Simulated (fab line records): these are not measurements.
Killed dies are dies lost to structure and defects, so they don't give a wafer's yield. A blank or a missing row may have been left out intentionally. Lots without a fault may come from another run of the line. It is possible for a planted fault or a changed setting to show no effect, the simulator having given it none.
A single fault, viewed from 2 desks + flow nand harc + each desk holds nothing but its own numbers, with what lay behind them at the end

== FROM THE METROLOGY DESK ==
Means of the sampled wafers that have a number, per lot and without regard to the tool the lot ran on: this is what the gauges read. If a lot's mean is further than 4 standard deviations from the usual mean, the lot is out of limits and carries the mark OUT (the distance appears in the brackets).
Columns: A = cd nm at NHARC_A_SLIT_CD_MEAS_21, usual 289.9 nm; B = cd nm at NHARC_A_CONTACT_CD_MEAS_42, usual 300.1 nm
| lot  | first seen here | A     | B     |
|------|-----------------|-------|-------|
| L975 | day 21 12:57    | 290.3 | 300.3 |
| L977 | day 21 23:59    | 291.0 | 300.4 |
| L976 | day 22 01:24    | 289.4 | 300.9 |
| L980 | day 22 14:15    | 289.7 | 301.3 |
| L979 | day 22 17:17    | 289.5 | 300.5 |
| L982 | day 23 19:46    | 288.9 | 299.6 |
| L983 | day 24 08:02    | 290.2 | 300.1 |
| L984 | day 25 01:23    | 289.9 | 300.4 |
| L985 | day 25 05:11    | 290.1 | 299.6 |
| L990 | day 26 06:44    | 290.8 | 300.2 |
| L992 | day 28 00:25    | 290.3 | 300.1 |
| L991 | day 28 08:38    | 289.7 | 300.5 |
| L996 | day 29 05:31    | 289.9 | 299.5 |
Finding of this desk: none of the 13 lots has anything out of limits.

== DESK OF THE TOOL OWNER: pecvd-01 ==
The tool's own readings at NHARC_A_CONTACT_DEP_24 (deposits SiO2, target thk 500 nm): means of the sampled wafers that have a number, for each lot that ran on this tool. If a lot's mean is further than 4 standard deviations from the usual mean, the lot is out of limits and carries the mark OUT (the distance appears in the brackets).
Columns: A = heater power w at NHARC_A_CONTACT_DEP_24, usual 525 W; B = mfc precursor sccm at NHARC_A_CONTACT_DEP_24, usual 161.4 sccm; C = throttle valve pct at NHARC_A_CONTACT_DEP_24, usual 16.0 %
| lot  | first seen here | A   | B                | C    |
|------|-----------------|-----|------------------|------|
| L980 | day 23 15:19    | 529 | 161.5            | 16.0 |
| L979 | day 23 20:14    | 560 | 161.6            | 16.2 |
| L984 | day 26 03:02    | 487 | 161.2            | 16.0 |
| L985 | day 26 06:48    | 412 | 161.9            | 16.0 |
| L990 | day 27 12:07    | 514 | 166.8 (+9.6) OUT | 16.1 |
This desk finds L990 out of limits, L990 being first, at day 27 12:07 (mfc precursor sccm at NHARC_A_CONTACT_DEP_24). In limits: L980, L979, L984, L985.

== TAKEN TOGETHER ==
The tool owner's desk had the chance to raise an alarm at day 27 12:07 on L990.
The metrology desk saw nothing out of limits.
The metrology desk holds a record of L990, inside its limits.
Of the lots named, all ran NHARC_A_CONTACT_DEP_24 on pecvd-01.

== WHAT THE SIMULATOR PUT IN ==
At NHARC_A_CONTACT_DEP_24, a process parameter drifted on pecvd-01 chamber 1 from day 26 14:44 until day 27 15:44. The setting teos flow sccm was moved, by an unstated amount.
Shown lots that were struck: L990.
Hours from the fault's start to each desk's first reading out of limits: the tool owner's desk, 21.
